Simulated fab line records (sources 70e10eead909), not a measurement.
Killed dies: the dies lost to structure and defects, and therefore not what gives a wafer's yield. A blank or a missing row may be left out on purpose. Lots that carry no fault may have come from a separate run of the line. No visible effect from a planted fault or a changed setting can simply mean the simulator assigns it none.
A struck lot beside a sound one || flow nand-harc || 15 steps out of a route of 1159
Sound: the wafers L479.2, L479.3, L479.4. Wafers struck: L486.1, L486.4, L486.6. The cause is named last.
Order at every step that has rows: each side's tool, ch and its chambers, its first start. Under that, the readings that differ: sound wafers || struck wafers || difference of the means || sigmas: that difference in standard deviations of wafers without a fault.
alike: words and numbers the same on both sides, and readings whose means are apart by under 2 such deviations; not compared: readings that were withheld, readings missing a value for some wafer, numbers with overlapping values and no deviation given by the record, and bounds like >300 which may hide the same value.
A row with sigmas, a row that says differs or no value, or rows on one side alone: a step with any of these is where the two part. When numbers do not overlap yet have no deviation, they are printed without sigmas and do not part them. A reading missing from all wafers of one side parts the sides only when that side holds two or more wafers.

NHARC_A_CONTACT_ETCH_77: etches the open film in CF4/CHF3, target depth 72.6 nm, time 36.3 s.
  sound on rie-diel-08 ch 1,2,3; struck on rie-diel-07 ch 0,3
  alike: bias-w, cf4-flow-sccm, drypump-motor-current-A, oes-product-au, rf-vpp-V, showerhead-plenum-p-Torr, throttle-valve-pct
  not compared: rf-hours-counter-h
then, 1 step without rows for these wafers: NHARC_A_CONTACT_ETCH_78 (etches the open film in O2/COS, target depth 2800 nm, time 728 s).
NHARC_A_CONTACT_ETCH_124: etches the open film in C4F8/O2/Ar, time 140 s, target depth 700 nm.
  sound on har-cap-etch-03 ch 0,1, day 17 22:40; struck on har-cap-etch-03 ch 0,1, day 20 03:12
  alike: chamber-pressure-mTorr, oes-air-line-au
  not compared: rf-hours-counter-h
then, 3 steps without rows for these wafers: NHARC_A_CONTACT_ETCH_125 (etches the open film in C4F8/O2/Ar, time 155 s, target depth 956 nm); NHARC_A_CONTACT_ETCH_126 (etches the open film in C4F8/O2/Ar, time 155 s, target depth 956 nm); NHARC_A_CONTACT_ETCH_127 (etches the open film in C4F8/O2/Ar, time 155 s, target depth 956 nm).
NHARC_A_CONTACT_ETCH_128: etches the open film in C4F8/O2/Ar, time 155 s, target depth 956 nm.
  sound on har-cap-etch-03 ch 0,1, day 17 23:18; struck on har-cap-etch-03 ch 0,1, day 20 03:49
{"reading": "oes-air-line-au (a.u.)", "sound": "0.971 0.968 0.962", "struck": "1.014 0.999 1.005", "difference": "+0.039", "sigmas": "+2"}
  alike: chamber-pressure-mTorr
  not compared: rf-hours-counter-h
then, 2 steps without rows for these wafers: NHARC_A_CONTACT_ETCH_129 (etches the open film in C4F8/O2/Ar, time 155 s, target depth 956 nm); NHARC_A_CONTACT_ETCH_130 (etches the open film in C4F8/O2/Ar, time 155 s, target depth 956 nm).
NHARC_A_CONTACT_ETCH_131: etches the open film in C4F8/O2/Ar, time 155 s, target depth 956 nm.
  sound on har-cap-etch-03 ch 0,1, day 17 23:44; struck on har-cap-etch-03 ch 0,1, day 20 04:15
  alike: chamber-pressure-mTorr, oes-air-line-au
  not compared: rf-hours-counter-h
then, 1 step without rows for these wafers: NHARC_A_CONTACT_ETCH_132 (etches the open film in C4F8/O2/Ar, time 156 s, target depth 958 nm).
NHARC_A_CONTACT_ETCH_133: etches the open film in C4F8/O2/Ar, time 195 s, target depth 840 nm.
  sound on har-cap-etch-03 ch 0,1, day 18 00:01; struck on har-cap-etch-03 ch 0,1, day 20 04:33
  alike: chamber-pressure-mTorr, oes-air-line-au
  not compared: rf-hours-counter-h
NHARC_A_CONTACT_ETCH_91: etches the open film in CH3F/O2, target depth 40 nm, time 85.7 s.
  sound on rie-diel-13 ch 0,2,3, day 18 00:52; struck on rie-diel-07 ch 0,1,3, day 20 05:20
  no value came back on the struck wafers for any of 7 readings (bias-w (W), ch3f-flow-sccm (sccm) and others); on the sound wafers bias-w (W) reads 99.90 100.17 99.50
  not compared: rf-hours-counter-h
then, 1 step without rows for these wafers: NHARC_A_CONTACT_ETCH_97 (etches the open film in C4F6/O2, target depth 20 nm, time 10 s).
-- break in the record here, with 3 days between the starts of the struck wafers on either side (left off in module A_CONTACT, picked up again in module END, where the first step shown is number 1159 on the route) --
NHARC_END_SORT_01:
  the record has rows for the struck wafers here (prober-02 ch 0, day 23 03:15) and none for the sound ones

== WHERE THEY PART ==
First at NHARC_A_CONTACT_ETCH_128; last, within this record, at NHARC_END_SORT_01.

WHY: what had been put in by the simulator
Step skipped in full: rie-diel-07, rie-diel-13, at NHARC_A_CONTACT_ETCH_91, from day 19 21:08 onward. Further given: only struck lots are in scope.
